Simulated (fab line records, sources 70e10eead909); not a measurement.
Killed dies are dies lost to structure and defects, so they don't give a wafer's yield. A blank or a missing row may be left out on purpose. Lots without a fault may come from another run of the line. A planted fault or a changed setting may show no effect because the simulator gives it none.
fab line records | flow nand_harc
record lots=12 wafers=36 last_day=33
route steps=1302 shown P_ZERO_WELL@26 THIN_TSV@1246 END@1301
lots that met no fault: from a run of the same line without faults
start_h: hours from the record's first day to the start of the lot's first wafer shown | wait_h: hours since the lot's step before | " the same as in the row above | L1.1+2: a row that stands for several wafers | - no value, or no start given | * or withheld: withheld | < > ~ a bound
route shown NAME@n: a module of which the file shows steps, and the number in the route of the first | usual: mean/standard deviation of fault-free wafers | same: alike in all rows | chamber/n: place in a boat | sites: the reading at each site | _std_site: their standard deviation | _edge_site: outer sites' mean less inner sites' | radius_mm: how far each site lies from the wafer's centre | mask NAME#n: copy n | behind: the tool/chamber that last shaped the wafer | hold: why the lot was held/for how many hours/how that ended | device: the transistor (n, p or np) that didn't switch | end of line: the same wafers' tests at the end of the route | a step without rows: its recipe alone | killed: dies lost to structure and defects at the first sort, not the wafer's yield | map: a wafer's dies, x killed, . not, _ none there
set.NAME: the setting as run; set.NAME@STEP: as run at that earlier step | model.NAME: the simulator's own value behind a step, which no gauge read
steps of the route over a sample of lots; a table a step, a row a wafer
services: from which hour (start_h, from the record's first day; less than 0 if before it) a tool's chamber was out of use, for how many hours, and why
## steps
# step NHARC_P_ZERO_WELL_EXPOSE_21
# recipe na=0.6 target_cd_nm=720 dose_mj=22.31 mask_id=P_NWELL
# usual focus_offset_nm=0.0/0.53 reticle_temp_C=23.01/0.11
# columns lot.wafer tool chamber start_h wait_h mask focus_offset_nm reticle_temp_C
L886.4 krf_scanner-02 0 22.31 - P_NWELL#0 0.3 23.04
L886.5 " 0 " " P_NWELL#0 0.7 23.00
L886.6 " 0 " " P_NWELL#0 0.3 23.13
L887.1 krf_scanner-01 0 32.46 - P_NWELL#0 0.0 22.95
L887.2 " 0 " " P_NWELL#0 -1.6 23.05
L887.6 " 0 " " P_NWELL#0 -0.7 22.81
L888.2 krf_scanner-03 0 42.43 - P_NWELL#0 0.1 22.94
L888.4 " 0 " " P_NWELL#0 0.8 22.93
L888.6 " 0 " " P_NWELL#0 0.9 23.03
L889.1 krf_scanner-01 0 52.84 - P_NWELL#0 0.4 23.06
L889.4 " 0 " " P_NWELL#0 0.8 23.11
L889.6 " 0 " " P_NWELL#0 0.6 23.14
L890.2 krf_scanner-01 0 62.69 - P_NWELL#0 0.4 23.01
L890.3 " 0 " " P_NWELL#0 0.1 23.09
L890.4 " 0 " " P_NWELL#0 -0.1 23.11
L893.1 krf_scanner-01 0 92.30 - P_NWELL#0 -1.6 23.02
L893.5 " 0 " " P_NWELL#0 0.0 22.98
L893.6 " 0 " " P_NWELL#0 -0.1 23.01
L896.1 krf_scanner-03 0 122.42 - P_NWELL#0 0.6 23.20
L896.3 " 0 " " P_NWELL#0 0.6 23.20
L896.5 " 0 " " P_NWELL#0 0.5 23.18
L899.1 krf_scanner-03 0 152.93 - P_NWELL#0 0.1 23.08
L899.3 " 0 " " P_NWELL#0 -0.4 23.05
L899.5 " 0 " " P_NWELL#0 -0.1 23.03
L900.2 krf_scanner-01 0 162.44 - P_NWELL#0 -0.4 23.03
L900.4 " 0 " " P_NWELL#0 -0.2 22.97
L900.6 " 0 " " P_NWELL#0 0.0 22.98
L901.2 krf_scanner-02 0 172.55 - P_NWELL#0 -0.1 22.84
L901.3 " 0 " " P_NWELL#0 -0.4 22.94
L901.6 " 0 " " P_NWELL#0 -0.3 22.99
L903.2 krf_scanner-02 0 192.30 - P_NWELL#0 0.5 22.90
L903.3 " 0 " " P_NWELL#0 0.1 22.98
L903.4 " 0 " " P_NWELL#0 0.1 22.98
L909.2 krf_scanner-02 0 252.18 - P_NWELL#0 -0.7 23.07
L909.4 " 0 " " P_NWELL#0 -0.4 23.04
L909.5 " 0 " " P_NWELL#0 -0.6 22.86
# step NHARC_THIN_TSV_THK_MEAS_02
# recipe thk_meas_gauge=ir
# usual thk_nm=2998/240
# columns lot.wafer tool chamber start_h wait_h thk_nm
L886.4 film_metro-02 - 548.85 - 2982
L886.5 " - " " 2980
L886.6 " - " " 3327
L888.2 film_metro-02 - 561.39 - 3290
L888.4 " - " " 3296
L888.6 " - " " 3316
L887.1 film_metro-02 - 565.51 - 3156
L887.2 " - " " 3206
L887.6 " - " " 3235
L889.1 film_metro-02 - 572.41 0.2 3047
L889.4 " - " " 3112
L889.6 " - " " 2831
L890.2 film_metro-01 - 573.59 0.2 3268
L890.3 " - " " 3042
L890.4 " - " " 2742
L893.1 film_metro-02 - 614.19 - 2728
L893.5 " - " " 2950
L893.6 " - " " 3103
L896.1 film_metro-02 - 667.06 0.2 2584
L896.3 " - " " 2818
L896.5 " - " " 2288
L899.1 film_metro-02 - 685.34 - 2974
L899.3 " - " " 2827
L899.5 " - " " 2837
L900.2 film_metro-01 - 686.59 - 2819
L900.4 " - " " 2600
L900.6 " - " " 2775
L901.2 film_metro-02 - 698.20 - 2857
L901.3 " - " " 2738
L901.6 " - " " 2756
L903.2 film_metro-02 - 707.19 - 2880
L903.3 " - " " 3065
L903.4 " - " " 3000
L909.2 film_metro-02 - 772.03 - 2802
L909.4 " - " " 2786
L909.5 " - " " 2873
# step NHARC_END_WLT_00
# usual VT_DECK1_BOTTOM=0.873/0.0085 VT_DECK1_BOTTOM_INNER=0.873/0.0075 VT_DECK1_MEDIAN_NEAR_BOTTOM=0.874/0.008 VT_DECK1_MEDIAN_NEAR_BOTTOM_INNER=0.874/0.0081 VT_DECK1_MIDDLE=0.887/0.0074 VT_DECK1_MIDDLE_INNER=0.887/0.0078 VT_DECK1_TOP=0.899/0.0079 VT_DECK1_TOP_INNER=0.899/0.0082 VT_DECK2_BOTTOM=0.871/0.0086 VT_DECK2_BOTTOM_INNER=0.871/0.0089 VT_DECK2_MEDIAN_NEAR_BOTTOM=0.873/0.008 VT_DECK2_MEDIAN_NEAR_BOTTOM_INNER=0.872/0.0084 VT_DECK2_MIDDLE=0.884/0.0077 VT_DECK2_MIDDLE_INNER=0.884/0.0083 VT_DECK2_TOP=0.897/0.0083 VT_DECK2_TOP_INNER=0.897/0.0083
# columns lot.wafer tool chamber start_h wait_h VT_DECK1_BOTTOM VT_DECK1_BOTTOM_INNER VT_DECK1_MEDIAN_NEAR_BOTTOM VT_DECK1_MEDIAN_NEAR_BOTTOM_INNER VT_DECK1_MIDDLE VT_DECK1_MIDDLE_INNER VT_DECK1_TOP VT_DECK1_TOP_INNER VT_DECK2_BOTTOM VT_DECK2_BOTTOM_INNER VT_DECK2_MEDIAN_NEAR_BOTTOM VT_DECK2_MEDIAN_NEAR_BOTTOM_INNER VT_DECK2_MIDDLE VT_DECK2_MIDDLE_INNER VT_DECK2_TOP VT_DECK2_TOP_INNER
L886.4 prober-02 - 562.32 1.6 0.876 0.878 0.884 0.883 0.883 0.882 0.890 0.895 0.870 0.854 0.862 0.862 0.878 0.877 0.900 0.894
L886.5 " - " " 0.872 0.873 0.874 0.873 0.892 0.876 0.903 0.890 0.870 0.866 0.877 0.880 0.884 0.877 0.892 0.895
L886.6 " - " " 0.863 0.871 0.867 0.865 0.885 0.886 0.894 0.885 0.870 0.868 0.865 0.860 0.874 0.888 0.896 0.889
L888.2 prober-02 - 574.77 0.6 0.875 0.876 0.883 0.878 0.883 0.886 0.899 0.905 0.868 0.855 0.858 0.870 0.875 0.873 0.899 0.879
L888.4 " - " " 0.882 0.881 0.870 0.878 0.889 0.888 0.905 0.906 0.866 0.864 0.859 0.868 0.868 0.870 0.886 0.889
L888.6 " - " " 0.863 0.869 0.867 0.874 0.882 0.880 0.903 0.911 0.861 0.864 0.868 0.865 0.870 0.878 0.885 0.881
L887.1 prober-01 - 580.61 0.0 0.868 0.867 0.864 0.869 0.879 0.879 0.897 0.895 0.865 0.882 0.867 0.871 0.888 0.885 0.899 0.907
L887.2 " - " " 0.859 0.878 0.863 0.868 0.875 0.890 0.894 0.896 0.869 0.874 0.873 0.871 0.887 0.888 0.899 0.903
L887.6 " - 583.10 2.5 0.868 0.864 0.869 0.861 0.882 0.884 0.893 0.893 0.882 0.876 0.879 0.879 0.887 0.891 0.907 0.897
L889.1 prober-02 - 585.71 0.1 0.882 0.885 0.882 0.880 0.891 0.898 0.917 0.904 0.871 0.883 0.889 0.877 0.896 0.900 0.913 0.904
L889.4 " - 587.20 1.6 0.876 0.873 0.890 0.894 0.896 0.891 0.912 0.909 0.876 0.884 0.874 0.874 0.897 0.893 0.916 0.919
L889.6 " - 588.20 2.6 0.884 0.876 0.881 0.881 0.893 0.893 0.910 0.907 0.882 0.882 0.885 0.888 0.897 0.904 0.912 0.915
L890.2 prober-01 - 588.87 3.2 0.884 0.875 0.882 0.882 0.891 0.909 0.913 0.902 0.875 0.876 0.880 0.885 0.885 0.881 0.892 0.904
L890.3 " - " " 0.875 0.885 0.886 0.886 0.892 0.897 0.903 0.905 0.869 0.865 0.870 0.877 0.888 0.891 0.891 0.897
L890.4 " - " " 0.875 0.875 0.874 0.874 0.895 0.889 0.911 0.912 0.875 0.864 0.872 0.873 0.891 0.886 0.896 0.889
L893.1 prober-02 - 627.19 0.1 0.873 0.867 0.872 0.873 0.876 0.890 0.899 0.899 0.870 0.858 0.862 0.869 0.883 0.881 0.889 0.883
L893.5 " - 629.20 2.1 0.873 0.868 0.870 0.861 0.883 0.885 0.890 0.891 0.859 0.873 0.862 0.868 0.876 0.877 0.899 0.902
L893.6 " - " " 0.863 0.870 0.866 0.865 0.881 0.882 0.897 0.897 0.864 0.870 0.878 0.872 0.883 0.885 0.902 0.899
L896.1 prober-02 - 681.68 0.0 0.863 0.874 0.870 0.870 0.882 0.884 0.891 0.897 0.862 0.867 0.864 0.868 0.881 0.878 0.894 0.893
L896.3 " - 682.68 1.0 0.882 0.872 0.868 0.871 0.877 0.891 0.896 0.894 0.868 0.870 0.873 0.870 0.883 0.889 0.890 0.896
L896.5 " - 683.69 2.1 0.872 0.867 0.869 0.864 0.881 0.875 0.887 0.887 0.865 0.867 0.872 0.865 0.880 0.871 0.899 0.896
L899.1 prober-02 - 698.54 0.1 0.855 0.860 0.867 0.863 0.879 0.885 0.890 0.888 0.867 0.868 0.871 0.870 0.884 0.881 0.896 0.890
L899.3 " - " " 0.861 0.863 0.866 0.864 0.888 0.876 0.898 0.898 0.869 0.873 0.872 0.873 0.884 0.880 0.897 0.889
L899.5 " - " " 0.870 0.867 0.865 0.862 0.877 0.881 0.889 0.888 0.863 0.862 0.870 0.862 0.880 0.879 0.893 0.896
L900.2 prober-01 - 699.02 0.5 0.863 0.864 0.865 0.867 0.879 0.878 0.889 0.891 0.879 0.870 0.880 0.883 0.887 0.895 0.904 0.905
L900.4 " - 700.02 1.5 0.874 0.866 0.875 0.870 0.878 0.881 0.890 0.900 0.881 0.878 0.880 0.878 0.890 0.891 0.907 0.914
L900.6 " - 701.02 2.5 0.872 0.862 0.871 0.876 0.883 0.880 0.893 0.894 0.875 0.872 0.861 0.863 0.889 0.887 0.892 0.898
L901.2 prober-02 - 712.16 0.6 0.870 0.874 0.877 0.883 0.890 0.882 0.905 0.904 0.877 0.880 0.883 0.884 0.886 0.884 0.897 0.896
L901.3 " - " " 0.877 0.869 0.876 0.875 0.886 0.895 0.899 0.898 0.869 0.868 0.872 0.874 0.886 0.879 0.896 0.900
L901.6 " - 714.17 2.6 0.878 0.875 0.875 0.876 0.887 0.880 0.897 0.895 0.868 0.870 0.873 0.873 0.882 0.884 0.897 0.893
L903.2 prober-02 - 721.26 0.6 0.860 0.859 0.873 0.869 0.882 0.881 0.887 0.891 0.867 0.863 0.874 0.867 0.885 0.880 0.899 0.901
L903.3 " - " " 0.855 0.860 0.861 0.864 0.879 0.879 0.896 0.891 0.871 0.869 0.859 0.862 0.878 0.885 0.904 0.890
L903.4 " - " " 0.865 0.864 0.863 0.867 0.873 0.881 0.891 0.884 0.867 0.874 0.873 0.868 0.885 0.886 0.896 0.898
L909.2 prober-01 - 785.84 0.5 0.880 0.879 0.878 0.881 0.883 0.878 0.903 0.897 0.869 0.863 0.874 0.872 0.886 0.881 0.902 0.907
L909.4 " - 786.84 1.5 0.871 0.878 0.868 0.871 0.886 0.884 0.891 0.895 0.869 0.870 0.877 0.871 0.884 0.893 0.896 0.897
L909.5 " - " " 0.865 0.874 0.870 0.866 0.880 0.881 0.898 0.892 0.878 0.877 0.867 0.874 0.892 0.889 0.901 0.898
# step NHARC_END_SORT_01
# recipe temp_c=25
# usual killed_at_array=55/20 killed_at_other=1.2/1.3 killed_at_periphery=4.0/3 killed_dies=60/21 killed_open=3.2/1.9 killed_short=2.5/1.6
# same gross_dies=677
# columns lot.wafer tool chamber start_h wait_h killed_at_array killed_at_other killed_at_periphery killed_dies killed_open killed_short
L896.1 prober-02 0 684.69 2.5 30 2 645 677 3 5
L896.3 prober-02 0 686.30 3.1 21 2 654 677 3 1
L896.5 prober-02 0 687.91 3.7 24 2 651 677 4 2
L899.1 prober-02 0 701.49 2.5 70 0 607 677 7 2
L899.3 prober-02 0 703.10 3.1 73 0 604 677 3 3
L899.5 prober-02 0 704.71 3.7 67 1 609 677 2 3
L900.2 prober-01 0 702.32 2.8 38 1 6 45 6 2
L900.4 prober-01 0 703.93 3.4 50 1 5 56 6 3
L900.6 prober-01 0 705.54 4.0 47 0 2 49 2 4
# killed by level:class
L896.1 P_ZERO_WELL:overlay=640 A_CHANNEL_HOLE_D2:chamber_film_flake=7 A_CHANNEL_HOLE_D1:chamber_film_flake=5 A_CONTACT:chamber_film_flake=4 A_CHANNEL_FILL_D1:geometric_particle:short=3 A_STAIRCASE:chamber_film_flake=3 A_SLIT:chamber_film_flake=3 A_WL_FILL:geometric_particle:short=2
L896.3 P_ZERO_WELL:overlay=651 A_CHANNEL_HOLE_D1:chamber_film_flake=4 A_CHANNEL_HOLE_D2:chamber_film_flake=4 A_CONTACT:chamber_film_flake=4 A_SLIT:chamber_film_flake=3 P_STI:chamber_film_flake=2 A_STAIRCASE:chamber_film_flake=2 THIN_TSV:chamber_film_flake=2
L896.5 P_ZERO_WELL:overlay=642 A_CHANNEL_HOLE_D1:chamber_film_flake=8 A_SLIT:chamber_film_flake=6 P_STI:chamber_film_flake=5 A_CHANNEL_HOLE_D2:chamber_film_flake=2 THIN_TSV:chamber_film_flake=2 A_DECK1_JOINT:geometric_particle:open=1 A_CHANNEL_FILL_D2:geometric_particle:open=1
L899.1 P_ZERO_WELL:overlay=604 A_CHANNEL_HOLE_D1:chamber_film_flake=33 A_SLIT:chamber_film_flake=21 A_STAIRCASE:chamber_film_flake=4 A_CHANNEL_FILL_D2:geometric_particle:open=2 A_M0:geometric_particle:open=2 P_GATE:chamber_film_flake=2 A_CHANNEL_FILL_D2:chamber_film_flake=2
L900.2 A_CHANNEL_HOLE_D2:chamber_film_flake=17 A_CHANNEL_HOLE_D1:chamber_film_flake=9 A_SLIT:chamber_film_flake=3 A_CHANNEL_FILL_D2:chamber_film_flake=2 A_STAIRCASE:chamber_film_flake=2 P_CONTACT:geometric_particle:open=1 P_CONTACT:geometric_particle:short=1 P_M0:geometric_particle:open=1
L899.3 P_ZERO_WELL:overlay=602 A_CHANNEL_HOLE_D1:chamber_film_flake=40 A_SLIT:chamber_film_flake=22 A_STAIRCASE:chamber_film_flake=2 A_CHANNEL_FILL_D2:chamber_film_flake=2 A_ONON_D1:geometric_particle:open=1 A_DECK1_JOINT:geometric_particle:short=1 A_WL_FILL:geometric_particle:short=1
L900.4 A_CHANNEL_HOLE_D2:chamber_film_flake=15 A_CHANNEL_HOLE_D1:chamber_film_flake=9 A_CONTACT:chamber_film_flake=7 A_SLIT:chamber_film_flake=6 A_DECK1_JOINT:geometric_particle:open=2 P_GATE:chamber_film_flake=2 A_CHANNEL_FILL_D2:chamber_film_flake=2 P_CONTACT:geometric_particle:open=1
L899.5 P_ZERO_WELL:overlay=605 A_CHANNEL_HOLE_D1:chamber_film_flake=34 A_SLIT:chamber_film_flake=23 A_CHANNEL_FILL_D2:chamber_film_flake=2 A_STAIRCASE:chamber_film_flake=2 P_M0:geometric_particle:open=1 A_ONON_D1:geometric_particle:short=1 A_DECK1_JOINT:geometric_particle:short=1
L900.6 A_CHANNEL_HOLE_D2:chamber_film_flake=18 A_CONTACT:chamber_film_flake=8 A_CHANNEL_HOLE_D1:chamber_film_flake=7 A_STAIRCASE:chamber_film_flake=5 A_SLIT:chamber_film_flake=3 P_CONTACT:geometric_particle:open=1 P_M0:geometric_particle:short=1 A_ONON_D1:geometric_particle:short=1
## services
# columns tool chamber start_h hours kind
krf_scanner-02 - 28.23 9.8 repair
krf_scanner-02 - 39.58 2.8 repair
krf_scanner-03 - 52.00 4.0 pm
krf_scanner-01 - 76.17 0.2 repair
krf_scanner-02 - 94.50 4.0 pm
krf_scanner-03 - 106.80 0.5 repair
krf_scanner-01 - 114.89 0.9 repair
krf_scanner-02 - 119.82 0.5 repair
krf_scanner-01 - 140.00 4.0 pm
krf_scanner-03 - 222.23 3.4 repair
krf_scanner-02 - 249.60 0.6 repair
## key
first_sign step=NHARC_END_SORT_01 reading=killed_at_periphery direction=up sigmas=99+ usual=4.0 struck=628.3
effect step=NHARC_END_SORT_01 reading=killed_dies direction=up sigmas=30 usual=60 struck=677
more_kills_born_at NHARC_P_ZERO_WELL_EXPOSE_21@krf_scanner-03=3744
met_at NHARC_P_ZERO_WELL_EXPOSE_21
struck_lots L896,L899
tester_left_out L896,L899
not_acting_at NHARC_THIN_TSV_THK_MEAS_02,NHARC_END_WLT_00
onset_between 42.43 122.42
fault kind=scanner_matching_overlay tool=krf_scanner-03 chamber=- onset_h=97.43 steps=NHARC_P_ZERO_WELL_EXPOSE_21 offset=299.82
# tester_left_out: of these lots the tester's yield and bins aren't shown, on N5 and GAA mostly nor the transistor test; their killed dies are dies lost to structure and defects alone, not to doping, threshold or leakage, so they don't give the yield
